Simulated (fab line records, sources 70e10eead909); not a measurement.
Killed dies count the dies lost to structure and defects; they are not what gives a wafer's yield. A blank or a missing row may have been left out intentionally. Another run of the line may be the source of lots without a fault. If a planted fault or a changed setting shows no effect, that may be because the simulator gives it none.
Which tool is to blame? :: flow nand harc :: 14 lots with 42 wafers sampled at 5 steps, on a route of 1302 steps

== WHAT EACH GAUGE READ, for each wafer ==
NHARC_A_DECK1_JOINT_THK_MEAS_17: measures by ellipsometry. Usual: 45.0 nm for thk nm, sd 1.1.
lot: L832
measured: day 12 06:56
on: film metro-02
thk nm (nm): 45.0 44.8 45.4
flag: 

lot: L833
measured: day 13 03:37
on: film metro-02
thk nm (nm): 44.0 45.0 45.5
flag: 

lot: L834
measured: day 13 03:37
on: film metro-01
thk nm (nm): 46.7 45.5 46.7
flag: 

lot: L835
measured: day 13 13:37
on: film metro-02
thk nm (nm): 44.0 47.3 46.5
flag: 

lot: L838
measured: day 14 22:49
on: film metro-01
thk nm (nm): 44.2 44.1 42.7
flag: 

lot: L839
measured: day 15 05:39
on: film metro-01
thk nm (nm): 44.9 44.9 45.0
flag: 

lot: L840
measured: day 15 05:39
on: film metro-02
thk nm (nm): 44.6 46.0 46.7
flag: 

lot: L841
measured: day 15 21:04
on: film metro-01
thk nm (nm): 43.1 44.5 45.6
flag: 

lot: L844
measured: day 16 20:29
on: film metro-01
thk nm (nm): 43.6 45.0 44.1
flag: 

lot: L843
measured: day 16 20:29
on: film metro-01
thk nm (nm): 44.7 45.0 46.8
flag: 

lot: L845
measured: day 18 07:31
on: film metro-02
thk nm (nm): 45.7 43.5 46.3
flag: 

lot: L846
measured: day 18 20:44
on: film metro-01
thk nm (nm): 43.1 43.2 43.9
flag: 

lot: L851
measured: day 20 01:35
on: film metro-01
thk nm (nm): 43.3 44.2 43.4
flag: 

lot: L853
measured: day 20 19:50
on: film metro-02
thk nm (nm): 45.6 45.4 45.6
flag: 

NHARC_A_ONON_D2_THK_MEAS_05: measures by ellipsometry. Usual: 1000 nm for thk nm, sd 10.
lot: L832
measured: day 12 08:07
on: film metro-02
thk nm (nm): 994 995 994
flag: 

lot: L833
measured: day 13 04:49
on: film metro-02
thk nm (nm): 1000 998 997
flag: 

lot: L834
measured: day 13 04:47
on: film metro-01
thk nm (nm): 1001 1001 1001
flag: 

lot: L835
measured: day 13 14:47
on: film metro-02
thk nm (nm): 994 994 995
flag: 

lot: L838
measured: day 15 00:00
on: film metro-02
thk nm (nm): 1002 1003 1004
flag: 

lot: L839
measured: day 15 06:51
on: film metro-01
thk nm (nm): 1008 1008 1007
flag: 

lot: L840
measured: day 15 06:50
on: film metro-02
thk nm (nm): 996 997 996
flag: 

lot: L841
measured: day 15 22:14
on: film metro-01
thk nm (nm): 998 998 998
flag: 

lot: L844
measured: day 16 21:40
on: film metro-01
thk nm (nm): 999 1001 1001
flag: 

lot: L843
measured: day 16 21:40
on: film metro-01
thk nm (nm): 1004 1003 1003
flag: 

lot: L845
measured: day 18 08:41
on: film metro-02
thk nm (nm): 1003 1004 1004
flag: 

lot: L846
measured: day 18 21:55
on: film metro-02
thk nm (nm): 1026 1024 1027
flag: 

lot: L851
measured: day 20 02:46
on: film metro-02
thk nm (nm): 595 593 595
flag: OFF

lot: L853
measured: day 20 21:02
on: film metro-02
thk nm (nm): 565 565 563
flag: OFF

NHARC_END_SORT_01. Usual: killed at array 58, standard deviation 15; killed at other 0.8, standard deviation 1.2; killed at periphery 3.5, standard deviation 2.5; killed dies 62, standard deviation 15; killed open 3.2, standard deviation 1.7; killed short 2.4, standard deviation 1.5.
lot: L851
measured: day 31 14:07
on: prober-02
killed at array: 674 675 672
killed at other: 0 1 0
killed at periphery: 3 1 5
killed dies: 677 677 677
killed open: 1 3 3
killed short: 1 1 4
flag: OFF

lot: L853
measured: day 33 04:34
on: prober-02
killed at array: 671 676 672
killed at other: 1 0 0
killed at periphery: 5 1 5
killed dies: 677 677 677
killed open: 3 3 3
killed short: 5 1 4
flag: OFF

== WHICH TOOL RAN EACH LOT (tool, then ch and the chambers of the sampled wafers, then the start) ==
lot: L832
NHARC_A_DECK1_JOINT_ETCHBACK_00: rie si-04 ch 1,2, day 11 06:01
NHARC_A_ONON_D2_DEP_03: pecvd onon-04 ch 0, day 12 07:43

lot: L833
NHARC_A_DECK1_JOINT_ETCHBACK_00: rie si-04 ch 0,1, day 11 22:46
NHARC_A_ONON_D2_DEP_03: pecvd onon-01 ch 0, day 13 04:20

lot: L834
NHARC_A_DECK1_JOINT_ETCHBACK_00: rie si-05 ch 0,2, day 11 22:46
NHARC_A_ONON_D2_DEP_03: pecvd onon-04 ch 0, day 13 04:20

lot: L835
NHARC_A_DECK1_JOINT_ETCHBACK_00: rie si-05 ch 2,3, day 12 11:35
NHARC_A_ONON_D2_DEP_03: pecvd onon-01 ch 0, day 13 14:20

lot: L838
NHARC_A_DECK1_JOINT_ETCHBACK_00: rie si-04 ch 1,2,3, day 14 00:46
NHARC_A_ONON_D2_DEP_03: pecvd onon-04 ch 0, day 14 23:29

lot: L839
NHARC_A_DECK1_JOINT_ETCHBACK_00: rie si-06 ch 1,2,3, day 14 08:14
NHARC_A_ONON_D2_DEP_03: pecvd onon-01 ch 0, day 15 06:19

lot: L840
NHARC_A_DECK1_JOINT_ETCHBACK_00: rie si-05 ch 0,1,3, day 14 08:16
NHARC_A_ONON_D2_DEP_03: pecvd onon-02 ch 0, day 15 06:23

lot: L841
NHARC_A_DECK1_JOINT_ETCHBACK_00: rie si-06 ch 1,2, day 14 18:43
NHARC_A_ONON_D2_DEP_03: pecvd onon-04 ch 0, day 15 21:47

lot: L844
NHARC_A_DECK1_JOINT_ETCHBACK_00: rie si-05 ch 1,3, day 16 00:01
NHARC_A_ONON_D2_DEP_03: pecvd onon-04 ch 0, day 16 21:13

lot: L843
NHARC_A_DECK1_JOINT_ETCHBACK_00: rie si-04 ch 0,2,3, day 16 00:02
NHARC_A_ONON_D2_DEP_03: pecvd onon-01 ch 0, day 16 21:13

lot: L845
NHARC_A_DECK1_JOINT_ETCHBACK_00: rie si-04 ch 0,1,2, day 17 01:43
NHARC_A_ONON_D2_DEP_03: pecvd onon-04 ch 0, day 18 08:10

lot: L846
NHARC_A_DECK1_JOINT_ETCHBACK_00: rie si-05 ch 0,1,2, day 17 17:37
NHARC_A_ONON_D2_DEP_03: pecvd onon-02 ch 0, day 18 21:25

lot: L851
NHARC_A_DECK1_JOINT_ETCHBACK_00: rie si-05 ch 0,1,2, day 19 01:00
NHARC_A_ONON_D2_DEP_03: pecvd onon-04 ch 0, day 20 02:19

lot: L853
NHARC_A_DECK1_JOINT_ETCHBACK_00: rie si-05 ch 0,1,3, day 19 19:35
NHARC_A_ONON_D2_DEP_03: pecvd onon-04 ch 0, day 20 20:31
- NHARC_A_DECK1_JOINT_ETCHBACK_00: etches the open film in HBr, target depth 30 nm, time 17.4 s.
- NHARC_A_ONON_D2_DEP_03: target thk 1000 nm.

== AS READ BY THE TOOLS THEMSELVES (means over the sampled wafers that have a number; for cases with no such wafer, the mark the record gives instead) ==
NHARC_A_DECK1_JOINT_ETCHBACK_00. Usual: drypump motor current A 5.9 A, standard deviation 0.53; oes product au 1.002 a.u., standard deviation 0.0076; rf fwd power W 343.0 W, standard deviation 1.6; throttle valve pct 23.266 %, standard deviation 0.0096.
lot: L832
tool: rie si-04
drypump motor current A (A): 6.2
oes product au (a.u.): 1.002
rf fwd power W (W): 342.8
throttle valve pct (%): 23.274
flag: 

lot: L833
tool: rie si-04
drypump motor current A (A): 5.1
oes product au (a.u.): 1.006
rf fwd power W (W): 341.9
throttle valve pct (%): 23.271
flag: 

lot: L834
tool: rie si-05
drypump motor current A (A): 6.0
oes product au (a.u.): 1.007
rf fwd power W (W): 343.4
throttle valve pct (%): 23.266
flag: 

lot: L835
tool: rie si-05
drypump motor current A (A): 6.4
oes product au (a.u.): 0.999
rf fwd power W (W): 342.2
throttle valve pct (%): 23.262
flag: 

lot: L838
tool: rie si-04
drypump motor current A (A): 6.3
oes product au (a.u.): 0.992
rf fwd power W (W): 341.7
throttle valve pct (%): 23.274
flag: 

lot: L839
tool: rie si-06
drypump motor current A (A): 5.8
oes product au (a.u.): 1.007
rf fwd power W (W): 343.7
throttle valve pct (%): 23.263
flag: 

lot: L840
tool: rie si-05
drypump motor current A (A): 6.0
oes product au (a.u.): 0.987
rf fwd power W (W): 343.4
throttle valve pct (%): 23.269
flag: 

lot: L841
tool: rie si-06
drypump motor current A (A): 5.6
oes product au (a.u.): 1.005
rf fwd power W (W): 343.5
throttle valve pct (%): 23.277
flag: 

lot: L844
tool: rie si-05
drypump motor current A (A): 5.8
oes product au (a.u.): 1.005
rf fwd power W (W): 342.5
throttle valve pct (%): 23.274
flag: 

lot: L843
tool: rie si-04
drypump motor current A (A): 5.9
oes product au (a.u.): 0.999
rf fwd power W (W): 342.9
throttle valve pct (%): 23.263
flag: 

lot: L845
tool: rie si-04
drypump motor current A (A): 5.7
oes product au (a.u.): 1.000
rf fwd power W (W): 340.9
throttle valve pct (%): 23.268
flag: 

lot: L846
tool: rie si-05
drypump motor current A (A): 5.8
oes product au (a.u.): 1.004
rf fwd power W (W): 344.2
throttle valve pct (%): 23.261
flag: 

lot: L851
tool: rie si-05
drypump motor current A (A): 5.8
oes product au (a.u.): 1.002
rf fwd power W (W): 342.5
throttle valve pct (%): 23.265
flag: 

lot: L853
tool: rie si-05
drypump motor current A (A): 6.0
oes product au (a.u.): 0.999
rf fwd power W (W): 343.4
throttle valve pct (%): 23.258
flag: 

== THE ANSWER, worked out from the rows above alone ==
Rule: a lot is off if the mean of its wafers that have a number lies more than 3 standard deviations from the usual mean. Also off: a lot with no number at a reading for which 4 or more lots have one. The other lots that the step has rows for count as sound. The gauges are gone through in route order, then the tools' own readings, and for those a lot's mean is taken as printed above. The first step at which some lot is off is used, and at that step the reading that is off furthest; a lot without a number counts as furthest.
Off at NHARC_A_ONON_D2_THK_MEAS_05 (thk nm): L851, L853.
A tool fits if, at a process step before that reading, it ran every lot that is off, and no sound lot after the first of them. The gauges at NHARC_A_ONON_D2_THK_MEAS_05 aren't tried: what is off there is off at NHARC_END_SORT_01 too, on other tools, and a gauge's error can't cause that. This does not decide it: 2 tools fit, namely rie si-05 at NHARC_A_DECK1_JOINT_ETCHBACK_00 and pecvd onon-04 at NHARC_A_ONON_D2_DEP_03.

== WHAT THE SIMULATOR HAD PUT IN ==
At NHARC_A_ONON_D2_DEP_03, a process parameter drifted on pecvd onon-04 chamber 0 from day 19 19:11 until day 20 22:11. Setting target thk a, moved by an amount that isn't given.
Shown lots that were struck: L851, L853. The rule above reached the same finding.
